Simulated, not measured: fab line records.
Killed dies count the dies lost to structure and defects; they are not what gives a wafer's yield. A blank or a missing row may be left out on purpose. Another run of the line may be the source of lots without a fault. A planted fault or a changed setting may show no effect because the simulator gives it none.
Matching of chambers	flow n5 finfet	N5_WELL_APT_DESCUM_30 on rie diel-02 has 4 sister chambers
The step chemistry O2, time 7.9 s. 4 wafers are shown with their chamber, then 9 later ones without.

== EACH WAFER AND ITS CHAMBER ==
wafer	chamber	showerhead plenum p Torr (Torr)
L079.2	1	2.12
L089.1	3	2.20
L089.4	2	2.00
L089.6	0	2.01

== WAFERS WITH NO CHAMBER GIVEN ==
wafer	showerhead plenum p Torr (Torr)
L091.2	2.00
L091.5	2.11
L091.6	2.00
L092.3	2.00
L092.5	2.00
L092.6	2.11
L093.2	1.99
L093.3	2.01
L093.4	2.19

== WHICH CHAMBER EACH WENT THROUGH ==
wafer	from the rows above	in truth
L091.2	can't be placed: 2 or 0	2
L091.5	1	1
L091.6	can't be placed: 2 or 0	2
L092.3	can't be placed: 2 or 0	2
L092.5	can't be placed: 2 or 0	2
L092.6	1	1
L093.2	can't be placed: 2 or 0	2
L093.3	can't be placed: 0 or 2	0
L093.4	3	3
Correctly placed: 3 of 9. Unplaceable from these rows: 6, with the true chamber sitting among the candidates in 6. 0 placed wrongly.
How it was worked out, from the rows above alone: a wafer's distance from a chamber is the root of the sum, over the readings, of the square of ((its reading less the chamber's mean) divided by the reading's scatter). The wafer belongs to the nearest chamber; if the next one is less than 2 further off, it can't be placed. The mean given for a chamber averages the wafers shown for that chamber. The scatter: with one shown wafer a chamber, the root of the mean of the squares of how far each hidden wafer lies from its nearest shown one.
